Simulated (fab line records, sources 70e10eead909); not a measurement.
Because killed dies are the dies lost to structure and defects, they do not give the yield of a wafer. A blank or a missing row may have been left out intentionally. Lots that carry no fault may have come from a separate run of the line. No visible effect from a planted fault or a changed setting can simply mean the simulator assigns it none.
fab line records :: flow nand-harc
record:
  lots: 6
  wafers: 18
  last-day: 23
route steps=1159 shown P_M1@288
lots untouched by any fault: they come from a run of this same line in which no faults occurred
start-h: start of the lot's first displayed wafer, in hours after the record's first day :: wait-h: hours from the lot's prior step to this one :: " repeats the value in the row above :: L1.1+2: one row covering several wafers at once :: - either no value or no given start :: * or withheld: withheld :: < > ~ a bound
route shown NAME@n: NAME is a module with steps in the file, n the number in the route of the first one :: usual: mean and standard deviation over wafers with no fault :: same: alike in all rows :: chamber/n: place in a boat :: sites: the reading at each site :: _std_site: standard deviation across them :: _edge_site: inner sites' mean taken away from outer sites' mean :: radius-mm: for every site, how far away it sits from the centre of the wafer :: mask NAME#n: copy n :: behind: the tool/chamber that last shaped the wafer :: hold: cause of the lot's hold/its duration in hours/its outcome :: device: transistor that didn't switch, given as n, p or np :: end of line: tests of these same wafers at the route's end :: where a step has no rows: the recipe by itself :: killed: not the wafer's yield, but the dies lost to structure and defects at the first sort :: map: the dies of a wafer, with x for killed, . for not killed, _ for no die there
set.NAME: the setting the step ran with; set.NAME@STEP: the setting that earlier step ran with :: model.NAME: the simulator's own value behind a step, which no gauge read
certain route steps with their lots: each step a table, each wafer a row
services: a tool's chamber out of use, with start hour (start-h, from the record's first day; less than 0 if before it), hours out, and reason
== steps ==
step: NHARC_P_M1_COAT_34
recipe:
  temp-c: 200
  time-s: 65
step: NHARC_P_M1_COAT_03
recipe:
  spin-rpm: 1500
  resist-thk-nm: 90
step: NHARC_P_M1_SOFTBAKE_04
recipe:
  temp-c: 105
  time-s: 55
step: NHARC_P_M1_EBR_05
step: NHARC_P_M1_EXPOSE_06
recipe:
  na: 1.35
  target-cd-nm: 130
  dose-mj: 81.88
  mask-id: P_M1
step: NHARC_P_M1_PEB_07
recipe:
  peb-temp-c: 100
  peb-time-s: 65
step: NHARC_P_M1_DEVELOP_08
recipe:
  develop-time-s: 35
  dev-temp-c: 23
step: NHARC_P_M1_CD_MEAS_09
recipe:
  target-cd-nm: 130
  landing-energy-ev: 500
usual:
  cd-nm: 130.0/0.73
same:
  landing-energy-ev: 500
lot.wafer: L602.2
tool: cd-sem-01
chamber: 0
start-h: 131.05
wait-h: -
cd-nm: 131.5

lot.wafer: L602.4
tool: cd-sem-01
chamber: 0
start-h: 131.05
wait-h: -
cd-nm: 130.4

lot.wafer: L602.5
tool: cd-sem-01
chamber: 0
start-h: 131.05
wait-h: -
cd-nm: 129.7

lot.wafer: L606.1
tool: cd-sem-01
chamber: 0
start-h: 148.61
wait-h: -
cd-nm: 129.2

lot.wafer: L606.2
tool: cd-sem-01
chamber: 0
start-h: 148.61
wait-h: -
cd-nm: 130.2

lot.wafer: L606.6
tool: cd-sem-01
chamber: 0
start-h: 148.61
wait-h: -
cd-nm: 129.2

lot.wafer: L617.2
tool: cd-sem-02
chamber: 0
start-h: 220.98
wait-h: -
cd-nm: 130.3

lot.wafer: L617.3
tool: cd-sem-02
chamber: 0
start-h: 220.98
wait-h: -
cd-nm: 130.3

lot.wafer: L617.6
tool: cd-sem-02
chamber: 0
start-h: 220.98
wait-h: -
cd-nm: 130.3

lot.wafer: L615.4
tool: cd-sem-03
chamber: 0
start-h: 222.59
wait-h: -
cd-nm: 129.5

lot.wafer: L615.5
tool: cd-sem-03
chamber: 0
start-h: 222.59
wait-h: -
cd-nm: 130.3

lot.wafer: L615.6
tool: cd-sem-03
chamber: 0
start-h: 222.59
wait-h: -
cd-nm: 130.3

lot.wafer: L620.2
tool: cd-sem-02
chamber: 0
start-h: 232.53
wait-h: -
cd-nm: 131.2

lot.wafer: L620.4
tool: cd-sem-02
chamber: 0
start-h: 232.53
wait-h: -
cd-nm: 130.4

lot.wafer: L620.5
tool: cd-sem-02
chamber: 0
start-h: 232.53
wait-h: -
cd-nm: 130.7

lot.wafer: L621.3
tool: cd-sem-03
chamber: 0
start-h: 235.59
wait-h: -
cd-nm: 130.3

lot.wafer: L621.5
tool: cd-sem-03
chamber: 0
start-h: 235.59
wait-h: -
cd-nm: 129.9

lot.wafer: L621.6
tool: cd-sem-03
chamber: 0
start-h: 235.59
wait-h: -
cd-nm: 129.5
step: NHARC_P_M1_OVL_MEAS_10
recipe:
  pitch-nm: 260
usual:
  overlay-x-nm: 0.1/0.82
  overlay-y-nm: 0.0/0.82
lot.wafer: L602.2
tool: overlay-01
chamber: -
start-h: 131.14
wait-h: -
overlay-x-nm: 0.9
overlay-y-nm: 0.0

lot.wafer: L602.4
tool: overlay-01
chamber: -
start-h: 131.14
wait-h: -
overlay-x-nm: 0.6
overlay-y-nm: -0.6

lot.wafer: L602.5
tool: overlay-01
chamber: -
start-h: 131.14
wait-h: -
overlay-x-nm: 0.3
overlay-y-nm: 0.4

lot.wafer: L606.1
tool: overlay-01
chamber: -
start-h: 148.70
wait-h: -
overlay-x-nm: 0.4
overlay-y-nm: -0.4

lot.wafer: L606.2
tool: overlay-01
chamber: -
start-h: 148.70
wait-h: -
overlay-x-nm: -0.3
overlay-y-nm: -0.5

lot.wafer: L606.6
tool: overlay-01
chamber: -
start-h: 148.70
wait-h: -
overlay-x-nm: 0.3
overlay-y-nm: -0.7

lot.wafer: L617.2
tool: overlay-01
chamber: -
start-h: 221.08
wait-h: -
overlay-x-nm: -0.8
overlay-y-nm: -0.2

lot.wafer: L617.3
tool: overlay-01
chamber: -
start-h: 221.08
wait-h: -
overlay-x-nm: -0.5
overlay-y-nm: 0.1

lot.wafer: L617.6
tool: overlay-01
chamber: -
start-h: 221.08
wait-h: -
overlay-x-nm: -0.3
overlay-y-nm: -0.1

lot.wafer: L615.4
tool: overlay-02
chamber: -
start-h: 222.67
wait-h: -
overlay-x-nm: -0.2
overlay-y-nm: -0.8

lot.wafer: L615.5
tool: overlay-02
chamber: -
start-h: 222.67
wait-h: -
overlay-x-nm: 0.1
overlay-y-nm: -0.9

lot.wafer: L615.6
tool: overlay-02
chamber: -
start-h: 222.67
wait-h: -
overlay-x-nm: -0.2
overlay-y-nm: -0.8

lot.wafer: L620.2
tool: overlay-02
chamber: -
start-h: 232.61
wait-h: -
overlay-x-nm: 1.9
overlay-y-nm: 1.8

lot.wafer: L620.4
tool: overlay-02
chamber: -
start-h: 232.61
wait-h: -
overlay-x-nm: 1.4
overlay-y-nm: 1.0

lot.wafer: L620.5
tool: overlay-02
chamber: -
start-h: 232.61
wait-h: -
overlay-x-nm: 1.3
overlay-y-nm: 1.3

lot.wafer: L621.3
tool: overlay-01
chamber: -
start-h: 235.68
wait-h: -
overlay-x-nm: 0.6
overlay-y-nm: -1.2

lot.wafer: L621.5
tool: overlay-01
chamber: -
start-h: 235.68
wait-h: -
overlay-x-nm: 0.4
overlay-y-nm: -0.8

lot.wafer: L621.6
tool: overlay-01
chamber: -
start-h: 235.68
wait-h: -
overlay-x-nm: 0.5
overlay-y-nm: -0.9
step: NHARC_P_M1_INSPECT_11
usual:
  raw-defect-count: 3.9/2.2
lot.wafer: L602.2
tool: defect-inspect-01
chamber: -
start-h: 131.17
wait-h: 0.0
raw-defect-count: 1

lot.wafer: L602.4
tool: defect-inspect-01
chamber: -
start-h: 131.17
wait-h: 0.0
raw-defect-count: 4

lot.wafer: L602.5
tool: defect-inspect-01
chamber: -
start-h: 131.17
wait-h: 0.0
raw-defect-count: 3

lot.wafer: L606.1
tool: defect-inspect-01
chamber: -
start-h: 148.74
wait-h: 0.0
raw-defect-count: 5

lot.wafer: L606.2
tool: defect-inspect-01
chamber: -
start-h: 148.74
wait-h: 0.0
raw-defect-count: 4

lot.wafer: L606.6
tool: defect-inspect-01
chamber: -
start-h: 148.74
wait-h: 0.0
raw-defect-count: 10

lot.wafer: L617.2
tool: defect-inspect-02
chamber: -
start-h: 221.12
wait-h: 0.0
raw-defect-count: 3

lot.wafer: L617.3
tool: defect-inspect-02
chamber: -
start-h: 221.12
wait-h: 0.0
raw-defect-count: 2

lot.wafer: L617.6
tool: defect-inspect-02
chamber: -
start-h: 221.12
wait-h: 0.0
raw-defect-count: 2

lot.wafer: L615.4
tool: defect-inspect-02
chamber: -
start-h: 222.71
wait-h: 0.0
raw-defect-count: 2

lot.wafer: L615.5
tool: defect-inspect-02
chamber: -
start-h: 222.71
wait-h: 0.0
raw-defect-count: 6

lot.wafer: L615.6
tool: defect-inspect-02
chamber: -
start-h: 222.71
wait-h: 0.0
raw-defect-count: 3

lot.wafer: L620.2
tool: defect-inspect-02
chamber: -
start-h: 232.65
wait-h: 0.0
raw-defect-count: 1

lot.wafer: L620.4
tool: defect-inspect-02
chamber: -
start-h: 232.65
wait-h: 0.0
raw-defect-count: 7

lot.wafer: L620.5
tool: defect-inspect-02
chamber: -
start-h: 232.65
wait-h: 0.0
raw-defect-count: 3

lot.wafer: L621.3
tool: defect-inspect-02
chamber: -
start-h: 235.71
wait-h: 0.0
raw-defect-count: 2

lot.wafer: L621.5
tool: defect-inspect-02
chamber: -
start-h: 235.71
wait-h: 0.0
raw-defect-count: 1

lot.wafer: L621.6
tool: defect-inspect-02
chamber: -
start-h: 235.71
wait-h: 0.0
raw-defect-count: 1
step: NHARC_P_M1_DESCUM_14
recipe:
  time-s: 3
  o2-flow-sccm: 200
  ar-flow-sccm: 0
  bias-power-w: 0
  chemistry: O2
usual:
  drypump-motor-current-A: 5.88/0.26
  oes-product-au: 1.000/0.0097
  rf-vpp-V: 57.8/0.98
  showerhead-plenum-p-Torr: 1.89/0.07
  throttle-valve-pct: 11.310/0.0097
same:
  bias-power-w: 0
lot.wafer: L602.2
tool: rie-diel-10
chamber: 1
start-h: 131.24
wait-h: 0.1
drypump-motor-current-A: 5.34
oes-product-au: 1.012
rf-hours-counter-h: 8
rf-vpp-V: 58.3
showerhead-plenum-p-Torr: 1.97
throttle-valve-pct: 11.308

lot.wafer: L602.4
tool: rie-diel-10
chamber: 3
start-h: 131.24
wait-h: 0.1
drypump-motor-current-A: 5.87
oes-product-au: 1.007
rf-hours-counter-h: 8
rf-vpp-V: 56.1
showerhead-plenum-p-Torr: 1.80
throttle-valve-pct: 11.314

lot.wafer: L602.5
tool: rie-diel-10
chamber: 0
start-h: 131.24
wait-h: 0.1
drypump-motor-current-A: 5.89
oes-product-au: 0.984
rf-hours-counter-h: -
rf-vpp-V: 57.9
showerhead-plenum-p-Torr: 1.90
throttle-valve-pct: 11.322

lot.wafer: L606.2
tool: rie-diel-09
chamber: 2
start-h: 148.80
wait-h: 0.1
drypump-motor-current-A: 6.32
oes-product-au: 0.995
rf-hours-counter-h: 4
rf-vpp-V: 57.7
showerhead-plenum-p-Torr: 1.80
throttle-valve-pct: 11.317

lot.wafer: L606.1
tool: rie-diel-09
chamber: 3
start-h: 148.80
wait-h: 0.1
drypump-motor-current-A: 5.99
oes-product-au: 1.002
rf-hours-counter-h: 5
rf-vpp-V: 56.9
showerhead-plenum-p-Torr: 1.81
throttle-valve-pct: 11.303

lot.wafer: L606.6
tool: rie-diel-09
chamber: 2
start-h: 148.80
wait-h: 0.1
drypump-motor-current-A: 6.32
oes-product-au: 1.000
rf-hours-counter-h: -
rf-vpp-V: 58.5
showerhead-plenum-p-Torr: 1.80
throttle-valve-pct: 11.310

lot.wafer: L617.2
tool: rie-diel-09
chamber: 2
start-h: 221.20
wait-h: 0.1
drypump-motor-current-A: 6.29
oes-product-au: 1.011
rf-hours-counter-h: 9
rf-vpp-V: 57.8
showerhead-plenum-p-Torr: 1.80
throttle-valve-pct: 11.309

lot.wafer: L617.3
tool: rie-diel-09
chamber: 3
start-h: 221.20
wait-h: 0.1
drypump-motor-current-A: 6.06
oes-product-au: 1.002
rf-hours-counter-h: 9
rf-vpp-V: 57.8
showerhead-plenum-p-Torr: 1.81
throttle-valve-pct: 11.311

lot.wafer: L617.6
tool: rie-diel-09
chamber: 0
start-h: 221.20
wait-h: 0.1
drypump-motor-current-A: 6.08
oes-product-au: 1.000
rf-hours-counter-h: -
rf-vpp-V: 57.8
showerhead-plenum-p-Torr: 1.92
throttle-valve-pct: 11.304

lot.wafer: L615.4
tool: rie-diel-09
chamber: 3
start-h: 222.79
wait-h: 0.1
drypump-motor-current-A: 6.04
oes-product-au: 1.013
rf-hours-counter-h: 9
rf-vpp-V: 55.7
showerhead-plenum-p-Torr: 1.81
throttle-valve-pct: 11.318

lot.wafer: L615.5
tool: rie-diel-09
chamber: 0
start-h: 222.79
wait-h: 0.1
drypump-motor-current-A: 6.09
oes-product-au: 0.998
rf-hours-counter-h: -
rf-vpp-V: 57.8
showerhead-plenum-p-Torr: 1.92
throttle-valve-pct: 11.298

lot.wafer: L615.6
tool: rie-diel-09
chamber: 1
start-h: 222.79
wait-h: 0.1
drypump-motor-current-A: 5.80
oes-product-au: 0.995
rf-hours-counter-h: -
rf-vpp-V: 57.6
showerhead-plenum-p-Torr: 1.88
throttle-valve-pct: 11.305

lot.wafer: L620.4
tool: rie-diel-10
chamber: 1
start-h: 232.71
wait-h: 0.1
drypump-motor-current-A: 5.35
oes-product-au: 1.007
rf-hours-counter-h: 3
rf-vpp-V: 59.3
showerhead-plenum-p-Torr: 1.96
throttle-valve-pct: 11.320

lot.wafer: L620.2
tool: rie-diel-10
chamber: 2
start-h: 232.71
wait-h: 0.1
drypump-motor-current-A: 5.94
oes-product-au: 0.999
rf-hours-counter-h: 2
rf-vpp-V: 57.4
showerhead-plenum-p-Torr: 1.99
throttle-valve-pct: 11.300

lot.wafer: L620.5
tool: rie-diel-10
chamber: 1
start-h: 232.71
wait-h: 0.1
drypump-motor-current-A: 5.34
oes-product-au: 1.000
rf-hours-counter-h: -
rf-vpp-V: 57.8
showerhead-plenum-p-Torr: 1.96
throttle-valve-pct: 11.303

lot.wafer: L621.3
tool: rie-diel-10
chamber: 3
start-h: 235.79
wait-h: 0.1
drypump-motor-current-A: 5.85
oes-product-au: 1.005
rf-hours-counter-h: 2
rf-vpp-V: 56.6
showerhead-plenum-p-Torr: 1.80
throttle-valve-pct: 11.317

lot.wafer: L621.5
tool: rie-diel-10
chamber: 2
start-h: 235.79
wait-h: 0.1
drypump-motor-current-A: 5.93
oes-product-au: 0.994
rf-hours-counter-h: -
rf-vpp-V: 57.5
showerhead-plenum-p-Torr: 1.99
throttle-valve-pct: 11.318

lot.wafer: L621.6
tool: rie-diel-10
chamber: 3
start-h: 235.79
wait-h: 0.1
drypump-motor-current-A: 5.86
oes-product-au: 0.996
rf-hours-counter-h: -
rf-vpp-V: 58.3
showerhead-plenum-p-Torr: 1.79
throttle-valve-pct: 11.307
step: NHARC_P_M1_ETCH_35
recipe:
  target-depth-a: 400
  overetch-a: 120
  time-s: 43.94
  ion-energy-ev: 200
  n2-flow-sccm: 150
  h2-flow-sccm: 150
  ar-flow-sccm: 0
  rf-w: 400
  bias-w: 150
  chemistry: N2/H2
usual:
  drypump-motor-current-A: 5.90/0.24
  h2-flow-sccm: 150.1/0.48
  oes-product-au: 1.000/0.012
  rf-vpp-V: 429.8/2.2
  run-length-s: 65.5/0.49
  showerhead-plenum-p-Torr: 2.01/0.078
  throttle-valve-pct: 14.172/0.0089
lot.wafer: L602.4
tool: rie-diel-10
chamber: 2
start-h: 131.32
wait-h: 0.1
drypump-motor-current-A: 5.94
h2-flow-sccm: 150.3
oes-product-au: 1.007
rf-hours-counter-h: 9
rf-vpp-V: 432.6
run-length-s: 66.0
showerhead-plenum-p-Torr: 2.13
throttle-valve-pct: 14.179

lot.wafer: L602.2
tool: rie-diel-10
chamber: 1
start-h: 131.32
wait-h: 0.1
drypump-motor-current-A: 5.37
h2-flow-sccm: 150.4
oes-product-au: 1.001
rf-hours-counter-h: 8
rf-vpp-V: 431.6
run-length-s: 65.3
showerhead-plenum-p-Torr: 2.10
throttle-valve-pct: 14.175

lot.wafer: L602.5
tool: rie-diel-10
chamber: 3
start-h: 131.32
wait-h: 0.1
drypump-motor-current-A: 5.85
h2-flow-sccm: 150.4
oes-product-au: 1.004
rf-hours-counter-h: -
rf-vpp-V: 426.8
run-length-s: 65.2
showerhead-plenum-p-Torr: 1.91
throttle-valve-pct: 14.181

lot.wafer: L606.2
tool: rie-diel-09
chamber: 3
start-h: 148.89
wait-h: 0.1
drypump-motor-current-A: 6.03
h2-flow-sccm: 149.1
oes-product-au: 1.018
rf-hours-counter-h: 5
rf-vpp-V: 429.1
run-length-s: 65.5
showerhead-plenum-p-Torr: 1.93
throttle-valve-pct: 14.170

lot.wafer: L606.1
tool: rie-diel-09
chamber: 1
start-h: 148.89
wait-h: 0.1
drypump-motor-current-A: 5.81
h2-flow-sccm: 150.8
oes-product-au: 1.009
rf-hours-counter-h: 4
rf-vpp-V: 429.1
run-length-s: 64.9
showerhead-plenum-p-Torr: 2.00
throttle-valve-pct: 14.188

lot.wafer: L606.6
tool: rie-diel-09
chamber: 3
start-h: 148.89
wait-h: 0.1
drypump-motor-current-A: 5.98
h2-flow-sccm: 150.2
oes-product-au: 1.011
rf-hours-counter-h: -
rf-vpp-V: 426.2
run-length-s: 65.9
showerhead-plenum-p-Torr: 1.93
throttle-valve-pct: 14.160

lot.wafer: L617.3
tool: rie-diel-09
chamber: 1
start-h: 221.27
wait-h: 0.1
drypump-motor-current-A: 5.81
h2-flow-sccm: 150.7
oes-product-au: 1.005
rf-hours-counter-h: 9
rf-vpp-V: 430.3
run-length-s: 64.9
showerhead-plenum-p-Torr: 2.00
throttle-valve-pct: 14.163

lot.wafer: L617.2
tool: rie-diel-09
chamber: 2
start-h: 221.27
wait-h: 0.1
drypump-motor-current-A: 6.30
h2-flow-sccm: 149.6
oes-product-au: 1.013
rf-hours-counter-h: 9
rf-vpp-V: 426.7
run-length-s: 65.1
showerhead-plenum-p-Torr: 1.92
throttle-valve-pct: 14.164

lot.wafer: L617.6
tool: rie-diel-09
chamber: 0
start-h: 221.27
wait-h: 0.1
drypump-motor-current-A: 6.11
h2-flow-sccm: 150.3
oes-product-au: 1.000
rf-hours-counter-h: -
rf-vpp-V: 429.9
run-length-s: 66.1
showerhead-plenum-p-Torr: 2.05
throttle-valve-pct: 14.160

lot.wafer: L615.4
tool: rie-diel-09
chamber: 3
start-h: 222.87
wait-h: 0.1
drypump-motor-current-A: 6.03
h2-flow-sccm: 150.2
oes-product-au: 1.008
rf-hours-counter-h: 9
rf-vpp-V: 430.0
run-length-s: 65.8
showerhead-plenum-p-Torr: 1.93
throttle-valve-pct: 14.180

lot.wafer: L615.6
tool: rie-diel-09
chamber: 0
start-h: 222.87
wait-h: 0.1
drypump-motor-current-A: 6.09
h2-flow-sccm: 150.9
oes-product-au: 0.994
rf-hours-counter-h: -
rf-vpp-V: 429.7
run-length-s: 66.1
showerhead-plenum-p-Torr: 2.05
throttle-valve-pct: 14.178

lot.wafer: L615.5
tool: rie-diel-09
chamber: 1
start-h: 222.87
wait-h: 0.1
drypump-motor-current-A: 5.82
h2-flow-sccm: 149.4
oes-product-au: 0.986
rf-hours-counter-h: -
rf-vpp-V: 429.8
run-length-s: 65.2
showerhead-plenum-p-Torr: 2.00
throttle-valve-pct: 14.166

lot.wafer: L620.2
tool: rie-diel-10
chamber: 3
start-h: 232.80
wait-h: 0.1
drypump-motor-current-A: 5.84
h2-flow-sccm: 150.6
oes-product-au: 1.007
rf-hours-counter-h: 2
rf-vpp-V: 427.9
run-length-s: 65.4
showerhead-plenum-p-Torr: 1.91
throttle-valve-pct: 14.193

lot.wafer: L620.4
tool: rie-diel-10
chamber: 1
start-h: 232.80
wait-h: 0.1
drypump-motor-current-A: 5.33
h2-flow-sccm: 150.1
oes-product-au: 0.990
rf-hours-counter-h: 3
rf-vpp-V: 432.9
run-length-s: 65.1
showerhead-plenum-p-Torr: 2.09
throttle-valve-pct: 14.177

lot.wafer: L620.5
tool: rie-diel-10
chamber: 0
start-h: 232.80
wait-h: 0.1
drypump-motor-current-A: 5.89
h2-flow-sccm: 149.6
oes-product-au: 0.983
rf-hours-counter-h: -
rf-vpp-V: 431.8
run-length-s: 66.3
showerhead-plenum-p-Torr: 2.02
throttle-valve-pct: 14.175

lot.wafer: L621.3
tool: rie-diel-10
chamber: 2
start-h: 235.86
wait-h: 0.1
drypump-motor-current-A: 5.93
h2-flow-sccm: 149.9
oes-product-au: 0.995
rf-hours-counter-h: 3
rf-vpp-V: 432.7
run-length-s: 66.0
showerhead-plenum-p-Torr: 2.13
throttle-valve-pct: 14.165

lot.wafer: L621.6
tool: rie-diel-10
chamber: 3
start-h: 235.86
wait-h: 0.1
drypump-motor-current-A: 5.87
h2-flow-sccm: 149.8
oes-product-au: 0.999
rf-hours-counter-h: -
rf-vpp-V: 427.9
run-length-s: 65.1
showerhead-plenum-p-Torr: 1.91
throttle-valve-pct: 14.187

lot.wafer: L621.5
tool: rie-diel-10
chamber: 1
start-h: 235.86
wait-h: 0.1
drypump-motor-current-A: 5.36
h2-flow-sccm: 149.8
oes-product-au: 0.995
rf-hours-counter-h: -
rf-vpp-V: 432.3
run-length-s: 65.1
showerhead-plenum-p-Torr: 2.09
throttle-valve-pct: 14.161
step: NHARC_P_M1_ETCH_15
recipe:
  target-depth-a: 1825
  time-s: 91.2
  c4f8-flow-sccm: withheld
  ar-flow-sccm: 400
  rf-w: 600
  bias-w: 300
  chemistry: C4F8/Ar
usual:
  oes-product-au: 0.956/0.022
  rf-vpp-V: 440.1/2.4
  run-length-s: 112.7/0.48
lot.wafer: L602.4
tool: rie-diel-10
chamber: 3
start-h: 131.41
wait-h: -
oes-product-au: 0.936
rf-hours-counter-h: 8
rf-vpp-V: 437.3
run-length-s: 112.4

lot.wafer: L602.2
tool: rie-diel-10
chamber: 2
start-h: 131.41
wait-h: -
oes-product-au: 0.939
rf-hours-counter-h: 9
rf-vpp-V: 442.1
run-length-s: 113.2

lot.wafer: L602.5
tool: rie-diel-10
chamber: 3
start-h: 131.41
wait-h: -
oes-product-au: 0.926
rf-hours-counter-h: -
rf-vpp-V: 437.0
run-length-s: 112.5

lot.wafer: L606.2
tool: rie-diel-09
chamber: 0
start-h: 148.98
wait-h: -
oes-product-au: 0.968
rf-hours-counter-h: 5
rf-vpp-V: 441.7
run-length-s: 113.1

lot.wafer: L606.1
tool: rie-diel-09
chamber: 3
start-h: 148.98
wait-h: -
oes-product-au: 0.974
rf-hours-counter-h: 5
rf-vpp-V: 437.6
run-length-s: 112.8

lot.wafer: L606.6
tool: rie-diel-09
chamber: 0
start-h: 148.98
wait-h: -
oes-product-au: 0.973
rf-hours-counter-h: -
rf-vpp-V: 441.0
run-length-s: 112.9

lot.wafer: L617.2
tool: rie-diel-09
chamber: 1
start-h: 221.36
wait-h: -
oes-product-au: 0.966
rf-hours-counter-h: 9
rf-vpp-V: 438.8
run-length-s: 112.6

lot.wafer: L617.3
tool: rie-diel-09
chamber: 3
start-h: 221.36
wait-h: -
oes-product-au: 0.981
rf-hours-counter-h: 9
rf-vpp-V: 437.8
run-length-s: 103.3

lot.wafer: L617.6
tool: rie-diel-09
chamber: 1
start-h: 221.36
wait-h: -
oes-product-au: 0.965
rf-hours-counter-h: -
rf-vpp-V: 439.1
run-length-s: 102.8

lot.wafer: L615.4
tool: rie-diel-09
chamber: 2
start-h: 222.95
wait-h: -
oes-product-au: 0.990
rf-hours-counter-h: 9
rf-vpp-V: 438.1
run-length-s: 113.2

lot.wafer: L615.6
tool: rie-diel-09
chamber: 1
start-h: 222.95
wait-h: -
oes-product-au: 0.966
rf-hours-counter-h: -
rf-vpp-V: 440.8
run-length-s: 103.0

lot.wafer: L615.5
tool: rie-diel-09
chamber: 2
start-h: 222.95
wait-h: -
oes-product-au: 0.990
rf-hours-counter-h: -
rf-vpp-V: 437.2
run-length-s: 112.4

lot.wafer: L620.4
tool: rie-diel-10
chamber: 3
start-h: 233.04
wait-h: -
oes-product-au: 0.981
rf-hours-counter-h: 2
rf-vpp-V: 436.8
run-length-s: 112.6

lot.wafer: L620.2
tool: rie-diel-10
chamber: 0
start-h: 233.04
wait-h: -
oes-product-au: 0.972
rf-hours-counter-h: 3
rf-vpp-V: 441.2
run-length-s: 113.2

lot.wafer: L620.5
tool: rie-diel-10
chamber: 2
start-h: 233.04
wait-h: -
oes-product-au: 0.955
rf-hours-counter-h: -
rf-vpp-V: 443.0
run-length-s: 113.1

lot.wafer: L621.3
tool: rie-diel-10
chamber: 2
start-h: 235.96
wait-h: -
oes-product-au: 0.945
rf-hours-counter-h: 3
rf-vpp-V: 442.1
run-length-s: 113.2

lot.wafer: L621.6
tool: rie-diel-10
chamber: 3
start-h: 235.96
wait-h: -
oes-product-au: 0.955
rf-hours-counter-h: -
rf-vpp-V: 435.8
run-length-s: 112.7

lot.wafer: L621.5
tool: rie-diel-10
chamber: 1
start-h: 235.96
wait-h: -
oes-product-au: 0.962
rf-hours-counter-h: -
rf-vpp-V: 442.2
run-length-s: 112.5
step: NHARC_P_M1_CD_MEAS_16
usual:
  cd-nm: 129.8/0.96
lot.wafer: L602.2
tool: cd-sem-03
chamber: -
start-h: 131.55
wait-h: -
cd-nm: 130.4

lot.wafer: L602.4
tool: cd-sem-03
chamber: -
start-h: 131.55
wait-h: -
cd-nm: 129.8

lot.wafer: L602.5
tool: cd-sem-03
chamber: -
start-h: 131.55
wait-h: -
cd-nm: 129.2

lot.wafer: L606.1
tool: cd-sem-02
chamber: -
start-h: 149.10
wait-h: -
cd-nm: 129.9

lot.wafer: L606.2
tool: cd-sem-02
chamber: -
start-h: 149.10
wait-h: -
cd-nm: 130.3

lot.wafer: L606.6
tool: cd-sem-02
chamber: -
start-h: 149.10
wait-h: -
cd-nm: 128.7

lot.wafer: L617.2
tool: cd-sem-03
chamber: -
start-h: 221.49
wait-h: -
cd-nm: 130.5

lot.wafer: L617.3
tool: cd-sem-03
chamber: -
start-h: 221.49
wait-h: -
cd-nm: 130.7

lot.wafer: L617.6
tool: cd-sem-03
chamber: -
start-h: 221.49
wait-h: -
cd-nm: 130.7

lot.wafer: L615.4
tool: cd-sem-01
chamber: -
start-h: 223.08
wait-h: -
cd-nm: 129.5

lot.wafer: L615.5
tool: cd-sem-01
chamber: -
start-h: 223.08
wait-h: -
cd-nm: 130.7

lot.wafer: L615.6
tool: cd-sem-01
chamber: -
start-h: 223.08
wait-h: -
cd-nm: 128.6

lot.wafer: L620.2
tool: cd-sem-02
chamber: -
start-h: 233.16
wait-h: -
cd-nm: 130.0

lot.wafer: L620.4
tool: cd-sem-02
chamber: -
start-h: 233.16
wait-h: -
cd-nm: 129.9

lot.wafer: L620.5
tool: cd-sem-02
chamber: -
start-h: 233.16
wait-h: -
cd-nm: 129.9

lot.wafer: L621.3
tool: cd-sem-02
chamber: -
start-h: 236.12
wait-h: -
cd-nm: 129.6

lot.wafer: L621.5
tool: cd-sem-02
chamber: -
start-h: 236.12
wait-h: -
cd-nm: 128.9

lot.wafer: L621.6
tool: cd-sem-02
chamber: -
start-h: 236.12
wait-h: -
cd-nm: 129.5
== services ==
tool: rie-diel-09
chamber: 0
start-h: 110.60
hours: -
kind: clean

tool: rie-diel-09
chamber: 1
start-h: 110.60
hours: -
kind: clean

tool: rie-diel-09
chamber: 2
start-h: 110.60
hours: -
kind: clean

tool: rie-diel-09
chamber: 3
start-h: 110.60
hours: -
kind: clean

tool: rie-diel-09
chamber: -
start-h: 129.31
hours: 0.2
kind: repair

tool: rie-diel-10
chamber: 0
start-h: 131.00
hours: -
kind: clean

tool: rie-diel-10
chamber: 1
start-h: 131.00
hours: -
kind: clean

tool: rie-diel-10
chamber: 2
start-h: 131.00
hours: -
kind: clean

tool: rie-diel-10
chamber: 3
start-h: 131.00
hours: -
kind: clean

tool: rie-diel-09
chamber: 0
start-h: 135.10
hours: -
kind: clean

tool: rie-diel-09
chamber: 1
start-h: 135.10
hours: -
kind: clean

tool: rie-diel-09
chamber: 2
start-h: 135.10
hours: -
kind: clean

tool: rie-diel-09
chamber: 3
start-h: 135.10
hours: -
kind: clean

tool: rie-diel-10
chamber: 0
start-h: 155.50
hours: -
kind: clean

tool: rie-diel-10
chamber: 1
start-h: 155.50
hours: -
kind: clean

tool: rie-diel-10
chamber: 2
start-h: 155.50
hours: -
kind: clean

tool: rie-diel-10
chamber: 3
start-h: 155.50
hours: -
kind: clean

tool: rie-diel-09
chamber: 0
start-h: 159.60
hours: -
kind: clean

tool: rie-diel-09
chamber: 1
start-h: 159.60
hours: -
kind: clean

tool: rie-diel-09
chamber: 2
start-h: 159.60
hours: -
kind: clean

tool: rie-diel-09
chamber: 3
start-h: 159.60
hours: -
kind: clean

tool: rie-diel-10
chamber: -
start-h: 176.50
hours: 9.0
kind: pm

tool: rie-diel-10
chamber: 0
start-h: 176.50
hours: 9.0
kind: vent-cycle

tool: rie-diel-10
chamber: 1
start-h: 176.50
hours: 9.0
kind: vent-cycle
== key ==
first-sign:
  step: NHARC_P_M1_ETCH_15
  reading: run-length-s
  direction: down
  sigmas: 20
  usual: *
  struck: *
effect none on later readings
met-at NHARC_P_M1_ETCH_15
struck-wafers L615.6,L617.3,L617.6
later-rows-left-out L615.6,L617.3,L617.6
sort-left-out L615.6,L617.3,L617.6
onset-between 148.98 221.36
fault:
  kind: process-parameter-drift
  tool: rie-diel-09
  chamber: -
  onset-h: 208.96
  steps: NHARC_P_M1_ETCH_15
  channel: time-s
  offset: *
  shape: step
  end-h: 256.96
  scope: struck-wafers-only
  acts-in: *
  stated: *
sort-left-out: the simulated sort isn't trusted on such a fault, so these wafers' sort isn't shown, and their yield isn't known
later-rows-left-out: the simulator's readings of these wafers behind a module that went badly wrong aren't trusted and aren't shown, but for the sort
